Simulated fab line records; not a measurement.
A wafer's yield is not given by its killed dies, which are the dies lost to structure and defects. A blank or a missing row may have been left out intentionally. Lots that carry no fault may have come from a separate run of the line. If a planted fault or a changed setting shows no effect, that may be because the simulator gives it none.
fab line records | flow n5-finfet | part 1 of 2: steps 1 to 19 of 24
record lots=5 wafers=15 last-day=17
route steps=1938 shown BEOL_M3@948
lots with no fault: from the same line, run without faults
start-h: start of the lot's first displayed wafer, in hours after the record's first day | wait-h: how many hours have passed since the lot's step before this one | " repeats the value in the row above | L1.1+2: a row that stands for several wafers | - value missing, or start not given | * or withheld: withheld | < > ~ a bound
route shown NAME@n: NAME is a module with steps in the file, n the number in the route of the first one | usual: mean and standard deviation over wafers with no fault | same: alike in all rows | chamber/n: place in a boat | sites: readings site by site | _std_site: standard deviation across them | _edge_site: outer sites' mean less inner sites' | radius-mm: for every site, how far away it sits from the centre of the wafer | mask NAME#n: copy n | behind: the tool/chamber that last shaped the wafer | hold: reason for holding the lot/hours on hold/outcome of the hold | device: names the non-switching transistor (n, p or np) | end of line: tests of these same wafers at the route's end | a step without rows: its recipe alone | killed: count of dies lost to structure and defects at first sort (not the wafer's yield) | map: a wafer's dies, marking killed ones x, the rest . and places with no die _
set.NAME: the setting as run; set.NAME@STEP: as run at that earlier step | model.NAME: the simulator's own value behind a step, which no gauge read
a table for each step, a row for each wafer; lots at some steps of the route
services: the hour from which a tool's chamber was out of use, counted from the record's first day as start-h (under 0 if before that day), plus the number of hours and why
## steps
# step N5_BEOL_M3_ETCH_74
# recipe chemistry=N2/H2 target=underlayer target-depth-a=65 mask-material=CAR-EUV time-s=5.2 ion-energy-ev=200 pressure-mtorr=30 source-w=840 bias-w=150 n2-flow-sccm=200 h2-flow-sccm=200 ends=cleared
# usual drypump-motor-current-A=5.5/0.58 etch-rf-on-time-s=5.27/0.18 oes-product-au=0.66/0.064 rf-fwd-power-W=819.1/2.5 rf-vpp-V=523/3.4 showerhead-plenum-p-Torr=2.52/0.1 throttle-valve-pct=17.9/0.31
# columns lot.wafer tool chamber start-h wait-h drypump-motor-current-A etch-rf-on-time-s oes-product-au rf-fwd-power-W rf-hours-counter-h rf-vpp-V showerhead-plenum-p-Torr throttle-valve-pct
L079.3 rie-diel-03 0 171.50 0.0 5.9 5.38 0.58 814.4 209 527 2.63 17.8
L079.4 " 2 " " 5.3 5.42 0.71 818.2 40 524 2.48 17.8
L079.5 " 0 " " 5.9 5.43 0.58 815.3 - 527 2.63 17.8
L081.2 rie-diel-03 3 184.37 0.0 6.5 5.48 0.58 818.2 234 521 2.40 17.8
L081.4 " 2 " " 5.3 5.42 0.73 819.6 - 520 2.48 17.8
L081.5 " 1 " " 5.0 5.40 0.75 823.3 - 531 2.71 17.6
L092.3 rie-diel-02 2 251.12 0.0 5.7 5.36 0.69 821.1 97 523 2.44 17.8
L092.5 " 3 " " 6.0 5.52 0.76 821.4 - 525 2.61 17.5
L092.6 " 0 " " 5.7 5.30 0.61 817.1 - 518 2.35 18.3
L095.1 rie-diel-06 3 264.62 0.0 4.7 5.02 0.69 815.7 119 524 2.54 17.8
L095.3 " 1 " " 5.3 5.07 0.67 821.0 124 526 2.63 17.5
L095.4 " 3 " " 4.7 5.07 0.69 821.6 - 523 2.54 17.8
L097.1 rie-diel-06 1 285.89 0.0 5.4 4.97 0.68 820.3 134 527 2.63 17.5
L097.3 " 3 " " 4.8 5.09 0.68 823.6 126 525 2.54 17.9
L097.5 " 0 " " 6.3 5.23 0.59 820.4 - 520 2.41 18.5
# step N5_BEOL_M3_ETCH_63
# recipe chemistry=CF4 target=SiARC target-depth-a=156 mask-material=CAR-EUV time-s=26 ion-energy-ev=80 pressure-mtorr=40 source-w=545 bias-w=36 Ar_flow_sccm=100 cf4-flow-sccm=100 ends=cleared
# usual drypump-motor-current-A=5.5/0.58 etch-rf-on-time-s=26.3/0.83 oes-product-au=0.66/0.064 rf-fwd-power-W=532.3/2.2 rf-vpp-V=183.8/1.4 showerhead-plenum-p-Torr=2.13/0.09 throttle-valve-pct=15.73/0.27
# columns lot.wafer tool chamber start-h wait-h drypump-motor-current-A etch-rf-on-time-s oes-product-au rf-fwd-power-W rf-hours-counter-h rf-vpp-V showerhead-plenum-p-Torr throttle-valve-pct
L079.3 rie-diel-03 0 171.52 0.0 6.0 26.3 0.59 537.1 209 186.1 2.22 15.68
L079.4 " 2 " " 5.3 26.4 0.73 534.3 40 182.6 2.08 15.58
L079.5 " 0 " " 5.9 26.4 0.59 537.2 - 183.9 2.22 15.69
L081.2 rie-diel-03 3 184.39 0.0 6.5 27.0 0.59 537.0 234 181.4 2.03 15.75
L081.4 " 2 " " 5.3 27.0 0.72 533.0 - 184.7 2.08 15.59
L081.5 " 1 " " 5.0 26.5 0.75 532.1 - 186.6 2.27 15.29
L092.3 rie-diel-02 2 251.14 0.0 5.7 26.8 0.69 535.0 97 182.5 2.07 15.56
L092.5 " 3 " " 6.0 27.4 0.77 528.7 - 184.1 2.20 15.31
L092.6 " 0 " " 5.7 26.3 0.62 530.1 - 181.3 1.99 15.98
L095.1 rie-diel-06 3 264.64 0.0 4.8 25.5 0.69 535.1 119 183.8 2.13 15.65
L095.3 " 1 " " 5.4 25.4 0.67 531.5 124 185.8 2.25 15.59
L095.4 " 3 " " 4.8 25.5 0.69 532.5 - 183.5 2.13 15.66
L097.1 rie-diel-06 1 285.90 0.0 5.4 24.8 0.67 533.5 134 185.6 2.25 15.61
L097.3 " 3 " " 4.8 25.3 0.70 530.7 126 183.0 2.13 15.66
L097.5 " 0 " " 6.3 26.6 0.59 531.0 - 182.2 2.03 16.22
# step N5_BEOL_M3_ETCH_64
# recipe chemistry=N2/H2 target=SOC target-depth-a=750 overetch-a=150 mask-material=SiARC temp-c=40 time-s=112.5 ion-energy-ev=200 pressure-mtorr=30 source-w=840 bias-w=150 n2-flow-sccm=200 h2-flow-sccm=200
# usual drypump-motor-current-A=5.5/0.58 oes-product-au=0.61/0.057 rf-fwd-power-W=836.4/2.7 rf-vpp-V=523/3 showerhead-plenum-p-Torr=2.52/0.1 throttle-valve-pct=17.9/0.31
# same time-s=112.5
# columns lot.wafer tool chamber start-h wait-h drypump-motor-current-A oes-product-au rf-fwd-power-W rf-hours-counter-h rf-vpp-V showerhead-plenum-p-Torr throttle-valve-pct
L079.3 rie-diel-03 0 171.54 0.0 6.0 0.55 838.3 209 526 2.63 17.7
L079.4 " 2 " " 5.3 0.68 829.8 40 522 2.48 17.7
L079.5 " 0 " " 6.0 0.55 837.2 - 526 2.63 17.7
L081.2 rie-diel-03 3 184.42 0.0 6.5 0.56 834.1 234 521 2.40 17.8
L081.4 " 2 " " 5.3 0.68 834.4 - 520 2.48 17.8
L081.5 " 1 " " 5.0 0.71 839.8 - 530 2.71 17.6
L092.3 rie-diel-02 2 251.17 0.0 5.6 0.65 839.2 97 522 2.44 17.8
L092.5 " 3 " " 6.0 0.73 840.3 - 526 2.61 17.5
L092.6 " 0 " " 5.7 0.58 832.3 - 519 2.35 18.3
L095.1 rie-diel-06 3 264.67 0.0 4.7 0.64 833.8 119 524 2.54 17.8
L095.3 " 1 " " 5.4 0.61 839.5 124 529 2.63 17.5
L095.4 " 3 " " 4.7 0.63 837.4 - 524 2.54 17.8
L097.1 rie-diel-06 1 285.93 0.0 5.4 0.61 837.1 134 528 2.63 17.5
L097.3 " 3 " " 4.7 0.62 828.9 126 524 2.54 17.8
L097.5 " 0 " " 6.3 0.55 838.0 - 520 2.41 18.4
# step N5_BEOL_M3_STRIP_65
# recipe chemistry=N2/H2 temp-c=40 n2-flow-sccm=200 h2-flow-sccm=200 rf-frequency-hz=6e+07
# columns lot.wafer tool chamber start-h wait-h
L079.3+4+5 rie-diel-03 0,2,0 171.65 0.1
L081.2+4+5 rie-diel-03 3,2,1 184.52 0.1
L092.3+5+6 rie-diel-02 2,3,0 251.28 0.1
L095.1+3+4 rie-diel-06 3,1,3 264.78 0.1
L097.1+3+5 rie-diel-06 1,3,0 286.04 0.1
# step N5_BEOL_M3_STRIP_75
# recipe chemistry=N2/H2 temp-c=40 n2-flow-sccm=200 h2-flow-sccm=200 rf-frequency-hz=6e+07
# columns lot.wafer tool chamber start-h wait-h
L079.3+4+5 rie-diel-03 0,2,0 171.66 0.0
L081.2+4+5 rie-diel-03 3,2,1 184.53 0.0
L092.3+5+6 rie-diel-02 2,3,0 251.29 0.0
L095.1+3+4 rie-diel-06 3,1,3 264.79 0.0
L097.1+3+5 rie-diel-06 1,3,0 286.05 0.0
# step N5_BEOL_M3_STRIP_66
# recipe chemistry=CF4 resist=SiARC power-w=300 bias-power-w=75 pressure-mtorr=50 cf4-flow-sccm=150 rf-frequency-hz=6e+07
# usual drypump-motor-current-A=5.5/0.58 oes-product-au=0.77/0.072 rf-fwd-power-W=292.5/0.93 rf-vpp-V=270.7/1.8 showerhead-plenum-p-Torr=1.78/0.071 throttle-valve-pct=13.71/0.29
# columns lot.wafer tool chamber start-h wait-h drypump-motor-current-A oes-product-au rf-fwd-power-W rf-hours-counter-h rf-vpp-V showerhead-plenum-p-Torr throttle-valve-pct
L079.3 rie-diel-03 0 171.67 0.0 5.9 0.69 293.8 209 272.6 1.86 13.72
L079.4 " 2 " " 5.2 0.85 292.4 40 269.8 1.73 13.49
L079.5 " 0 " " 5.9 0.69 292.5 - 273.4 1.86 13.70
L081.2 rie-diel-03 3 184.54 0.0 6.4 0.70 294.0 234 267.7 1.72 13.81
L081.4 " 2 " " 5.2 0.85 293.0 - 269.2 1.73 13.51
L081.5 " 1 " " 5.0 0.88 292.3 - 273.5 1.90 13.24
L092.3 rie-diel-02 2 251.30 0.0 5.7 0.81 291.4 98 269.9 1.73 13.51
L092.5 " 3 " " 6.0 0.91 292.5 - 271.3 1.82 13.20
L092.6 " 0 " " 5.7 0.73 293.1 - 268.7 1.67 13.95
L095.1 rie-diel-06 3 264.80 0.0 4.7 0.79 292.0 119 272.8 1.79 13.67
L095.3 " 1 " " 5.4 0.77 293.8 124 271.7 1.89 13.57
L095.4 " 3 " " 4.7 0.79 291.9 - 270.7 1.79 13.68
L097.1 rie-diel-06 1 286.06 0.0 5.4 0.75 291.4 134 273.0 1.88 13.60
L097.3 " 3 " " 4.7 0.79 289.9 126 270.9 1.79 13.68
L097.5 " 0 " " 6.3 0.68 291.8 - 270.2 1.71 14.24
# step N5_BEOL_M3_HM_OPEN_17
# recipe chemistry=Cl2/BCl3 target-depth-a=200 overetch-a=60 target=TiN mask-material=SOC ion-energy-ev=150 pressure-mtorr=10 icp-w=1000 bias-w=126 Cl2_flow_sccm=53.25 bcl3-flow-sccm=21.75 Ar_flow_sccm=25
# usual drypump-motor-current-A=5.87/0.24 oes-product-au=0.66/0.062 rf-fwd-power-W=993/3.7 throttle-valve-pct=22.27/0.27
# columns lot.wafer tool chamber start-h wait-h drypump-motor-current-A oes-product-au rf-fwd-power-W rf-hours-counter-h throttle-valve-pct
L079.3 rie-metal-03 1 171.74 0.1 5.57 0.70 995 - 22.17
L079.4 " 0 " " 5.79 0.71 991 - 22.23
L079.5 " 1 " " 5.56 0.70 992 - 22.16
L081.2 rie-metal-02 1 184.58 0.0 5.68 0.53 988 114 22.93
L081.4 " 1 " " 5.68 0.53 992 - 22.95
L081.5 " 0 " " 6.07 0.64 988 - 21.99
L092.3 rie-metal-01 1 251.37 0.1 6.01 0.64 996 - 22.11
L092.5 " 0 " " 6.31 0.71 990 - 22.30
L092.6 " 1 " " 5.98 0.64 994 - 22.10
L095.1 rie-metal-02 0 264.84 0.0 6.07 0.61 990 67 22.04
L095.3 " 0 " " 6.05 0.62 993 - 22.04
L095.4 " 0 " " 6.03 0.62 989 - 22.03
L097.1 rie-metal-02 0 286.10 0.0 6.11 0.61 989 70 22.04
L097.3 " 0 " " 6.03 0.62 993 - 22.03
L097.5 " 0 " " 6.04 0.61 990 - 22.05
# step N5_BEOL_M3_STRIP_19
# recipe chemistry=O2 power-w=400 temp-c=40 pressure-mtorr=30 rf-frequency-hz=6e+07 bias-power-w=0 overash-fraction=0.2 o2-flow-sccm=225
# usual drypump-motor-current-A=5.5/0.52 oes-product-au=0.79/0.085 rf-vpp-V=3.6/0.49 showerhead-plenum-p-Torr=2.08/0.087 throttle-valve-pct=16.75/0.28
# columns lot.wafer tool chamber start-h wait-h drypump-motor-current-A oes-product-au rf-hours-counter-h rf-vpp-V showerhead-plenum-p-Torr throttle-valve-pct
L079.3 rie-diel-03 2 171.82 0.1 5.3 0.87 40 3.1 2.06 16.80
L079.4 " 0 " " 5.9 0.67 209 3.3 2.18 16.73
L079.5 " 0 " " 5.9 0.66 - 3.8 2.18 16.75
L081.2 rie-diel-03 3 184.69 0.1 6.5 0.71 234 4.1 1.99 16.80
L081.4 " 3 " " 6.4 0.70 - 3.0 1.99 16.80
L081.5 " 1 " " 5.0 0.90 - 3.6 2.22 16.35
L092.3 rie-diel-06 0 251.52 0.1 6.2 0.69 240 3.8 1.97 17.11
L092.5 " 0 " " 6.2 0.70 - 4.5 1.97 17.10
L092.6 " 3 " " 4.7 0.81 - 3.1 2.10 16.75
L095.1 rie-diel-06 1 265.04 0.2 5.4 0.76 124 2.5 2.18 16.50
L095.3 " 3 " " 4.7 0.81 119 4.6 2.10 16.78
L095.4 " 3 " " 4.7 0.82 - 3.9 2.10 16.77
L097.1 rie-diel-06 0 286.22 0.1 6.2 0.68 256 3.7 1.96 17.15
L097.3 " 1 " " 5.4 0.77 134 3.6 2.17 16.50
L097.5 " 0 " " 6.3 0.68 - 3.4 1.96 17.14
# step N5_BEOL_M3_CD_MEAS_18
# recipe pitch-nm=36 target-cd-nm=18
# usual cd-nm=17.9/0.43
# columns lot.wafer tool chamber start-h wait-h cd-nm
L079.3 cd-sem-02 - 171.90 0.1 17.9
L079.4 " - " " 17.6
L079.5 " - " " 17.6
L081.2 cd-sem-03 - 184.77 0.1 17.5
L081.4 " - " " 17.6
L081.5 " - " " 18.4
L092.3 cd-sem-02 - 251.59 0.1 17.5
L092.5 " - " " 17.6
L092.6 " - " " 17.8
L095.1 cd-sem-02 - 265.11 0.0 18.3
L095.3 " - " " 18.4
L095.4 " - " " 17.6
L097.1 cd-sem-03 - 286.29 0.0 18.6
L097.3 " - " " 18.5
L097.5 " - " " 18.2
# step N5_BEOL_M3_COAT_67
# recipe resist=SOC temp-c=250 time-s=60 spin-rpm=1500 resist-thk-nm=60
# usual chill-plate-temp-C=23.01/0.095
# same time-s=60
# columns lot.wafer tool chamber start-h wait-h chill-plate-temp-C
L079.3 litho-track-05 0 171.93 0.0 23.17
L079.4 " 0 " " 23.12
L079.5 " 0 " " 22.83
L081.2 litho-track-02 0 184.80 0.0 23.02
L081.4 " 0 " " 23.06
L081.5 " 0 " " 22.93
L092.3 litho-track-01 0 251.63 0.0 22.93
L092.5 " 0 " " 23.03
L092.6 " 0 " " 22.95
L095.1 litho-track-05 0 265.14 0.0 22.95
L095.3 " 0 " " 22.95
L095.4 " 0 " " 23.13
L097.1 litho-track-02 0 286.33 0.0 23.03
L097.3 " 0 " " 23.08
L097.5 " 0 " " 23.00
# step N5_BEOL_M3_COAT_68
# recipe resist=SiARC temp-c=220 time-s=60 spin-rpm=1500 resist-thk-nm=12
# usual chill-plate-temp-C=23.00/0.11
# same time-s=60
# columns lot.wafer tool chamber start-h wait-h chill-plate-temp-C
L079.3 litho-track-05 0 - - 23.12
L079.4 " 0 " " 22.98
L079.5 " 0 " " 23.11
L081.2 litho-track-02 0 - - 22.99
L081.4 " 0 " " 23.11
L081.5 " 0 " " 23.01
L092.3 litho-track-01 0 - - 23.03
L092.5 " 0 " " 22.98
L092.6 " 0 " " 22.95
L095.1 litho-track-05 0 - - 23.06
L095.3 " 0 " " 23.07
L095.4 " 0 " " 23.10
L097.1 litho-track-02 0 - - 23.08
L097.3 " 0 " " 22.85
L097.5 " 0 " " 22.93
# step N5_BEOL_M3_COAT_76
# recipe resist=underlayer temp-c=205 time-s=60 spin-rpm=1500 resist-thk-nm=5
# usual chill-plate-temp-C=23.02/0.11
# same time-s=60
# columns lot.wafer tool chamber start-h wait-h chill-plate-temp-C
L079.3 litho-track-05 0 - - 23.12
L079.4 " 0 " " 22.90
L079.5 " 0 " " 22.94
L081.2 litho-track-02 0 - - 22.91
L081.4 " 0 " " 22.92
L081.5 " 0 " " 22.94
L092.3 litho-track-01 0 - - 23.09
L092.5 " 0 " " 23.13
L092.6 " 0 " " 23.09
L095.1 litho-track-05 0 - - 22.95
L095.3 " 0 " " 23.02
L095.4 " 0 " " 23.07
L097.1 litho-track-02 0 - - 23.11
L097.3 " 0 " " 23.05
L097.5 " 0 " " 23.17
# step N5_BEOL_M3_COAT_22
# recipe resist=CAR-EUV spin-rpm=1500 resist-thk-nm=30
# usual chill-plate-temp-C=23.01/0.1
# columns lot.wafer tool chamber start-h wait-h chill-plate-temp-C
L079.3 litho-track-05 0 - - 23.09
L079.4 " 0 " " 23.06
L079.5 " 0 " " 22.99
L081.2 litho-track-02 0 - - 23.14
L081.4 " 0 " " 23.02
L081.5 " 0 " " 23.02
L092.3 litho-track-01 0 - - 23.01
L092.5 " 0 " " 23.03
L092.6 " 0 " " 23.02
L095.1 litho-track-05 0 - - 22.93
L095.3 " 0 " " 23.11
L095.4 " 0 " " 23.09
L097.1 litho-track-02 0 - - 22.85
L097.3 " 0 " " 22.95
L097.5 " 0 " " 22.76
# step N5_BEOL_M3_EBR_24
# recipe solvent=PGMEA ebr-width-mm=1.5
# usual chill-plate-temp-C=23.02/0.1
# columns lot.wafer tool chamber start-h wait-h chill-plate-temp-C
L079.3 litho-track-05 0 - - 22.88
L079.4 " 0 " " 22.95
L079.5 " 0 " " 23.07
L081.2 litho-track-02 0 - - 23.04
L081.4 " 0 " " 23.15
L081.5 " 0 " " 23.25
L092.3 litho-track-01 0 - - 23.19
L092.5 " 0 " " 23.18
L092.6 " 0 " " 23.19
L095.1 litho-track-05 0 - - 23.09
L095.3 " 0 " " 23.01
L095.4 " 0 " " 23.13
L097.1 litho-track-02 0 - - 23.01
L097.3 " 0 " " 23.04
L097.5 " 0 " " 23.04
# step N5_BEOL_M3_SOFTBAKE_23
# recipe temp-c=110 time-s=60 resist=CAR-EUV
# usual chill-plate-temp-C=23.03/0.12
# same time-s=60
# columns lot.wafer tool chamber start-h wait-h chill-plate-temp-C
L079.3 litho-track-05 0 - - 23.13
L079.4 " 0 " " 23.09
L079.5 " 0 " " 22.96
L081.2 litho-track-02 0 - - 23.14
L081.4 " 0 " " 23.26
L081.5 " 0 " " 23.07
L092.3 litho-track-01 0 - - 22.86
L092.5 " 0 " " 22.97
L092.6 " 0 " " 22.85
L095.1 litho-track-05 0 - - 22.86
L095.3 " 0 " " 22.77
L095.4 " 0 " " 22.81
L097.1 litho-track-02 0 - - 22.95
L097.3 " 0 " " 23.09
L097.5 " 0 " " 22.98
# step N5_BEOL_M3_EXPOSE_25
# recipe mask-id=V2 na=0.33 source-shape=quasar sigma-inner=0.2 sigma-outer=0.8 polarization=unpolarized defocus-nm=5 dose-mj=63
# usual exposure-dose-mJ-cm2=62.80/0.068
# columns lot.wafer tool chamber start-h wait-h mask exposure-dose-mJ-cm2
L079.3 euv-scanner-01 0 172.09 - V2#0 62.89
L079.4 " 0 " " V2#0 62.86
L079.5 " 0 " " V2#0 62.84
L081.2 euv-scanner-01 0 185.09 - V2#0 62.79
L081.4 " 0 " " V2#0 62.68
L081.5 " 0 " " V2#0 62.74
L092.3 euv-scanner-01 0 251.78 - V2#0 62.78
L092.5 " 0 " " V2#0 62.73
L092.6 " 0 " " V2#0 62.76
L095.1 euv-scanner-02 0 265.28 - V2#0 62.73
L095.3 " 0 " " V2#0 62.68
L095.4 " 0 " " V2#0 62.73
L097.1 euv-scanner-02 0 286.59 - V2#0 62.69
L097.3 " 0 " " V2#0 62.73
L097.5 " 0 " " V2#0 62.85
# step N5_BEOL_M3_PEB_26
# recipe peb-temp-c=100 peb-time-s=60 resist=CAR-EUV
# usual chill-plate-temp-C=22.98/0.096
# columns lot.wafer tool chamber start-h wait-h chill-plate-temp-C
L079.3 litho-track-02 0 172.15 0.1 22.89
L079.4 " 0 " " 23.12
L079.5 " 0 " " 23.12
L081.2 litho-track-01 0 185.16 0.1 22.95
L081.4 " 0 " " 23.10
L081.5 " 0 " " 22.79
L092.3 litho-track-02 0 251.84 0.1 23.06
L092.5 " 0 " " 23.00
L092.6 " 0 " " 23.06
L095.1 litho-track-05 0 265.36 0.1 22.98
L095.3 " 0 " " 23.00
L095.4 " 0 " " 22.89
L097.1 litho-track-05 0 286.67 0.1 22.90
L097.3 " 0 " " 22.91
L097.5 " 0 " " 22.88
# step N5_BEOL_M3_DEVELOP_27
# recipe develop-time-s=30 developer=TMAH resist=CAR-EUV rinse-liquid=surfactant-rinse dry=air-spin dev-temp-c=23
# usual chill-plate-temp-C=22.99/0.12
# columns lot.wafer tool chamber start-h wait-h chill-plate-temp-C
L079.3 litho-track-02 0 - - 22.97
L079.4 " 0 " " 22.73
L079.5 " 0 " " 22.94
L081.2 litho-track-01 0 - - 23.27
L081.4 " 0 " " 23.03
L081.5 " 0 " " 23.11
L092.3 litho-track-02 0 - - 22.72
L092.5 " 0 " " 22.80
L092.6 " 0 " " 22.79
L095.1 litho-track-05 0 - - 23.10
L095.3 " 0 " " 23.35
L095.4 " 0 " " 23.04
L097.1 litho-track-05 0 - - 23.04
L097.3 " 0 " " 23.00
L097.5 " 0 " " 23.00
# step N5_BEOL_M3_CD_MEAS_28
# recipe target-cd-nm=25.7 landing-energy-ev=500 detector=se-inlens target-cd-y-nm=23.3 polarity=opening
# usual cd-nm=25.76/0.29
# same landing-energy-ev=500
# columns lot.wafer tool chamber start-h wait-h cd-nm
L079.3 cd-sem-02 0 172.22 - 25.47
L079.4 " 0 " " 25.90
L079.5 " 0 " " 25.31
L081.2 cd-sem-02 0 185.23 - 25.64
L081.4 " 0 " " 25.63
L081.5 " 0 " " 25.38
L092.3 cd-sem-03 0 251.91 - 26.00
L092.5 " 0 " " 25.79
L092.6 " 0 " " 26.09
L095.1 cd-sem-03 0 265.43 - 25.87
L095.3 " 0 " " 25.96
L095.4 " 0 " " 25.75
L097.1 cd-sem-03 0 286.73 - 25.93
L097.3 " 0 " " 25.96
L097.5 " 0 " " 26.20
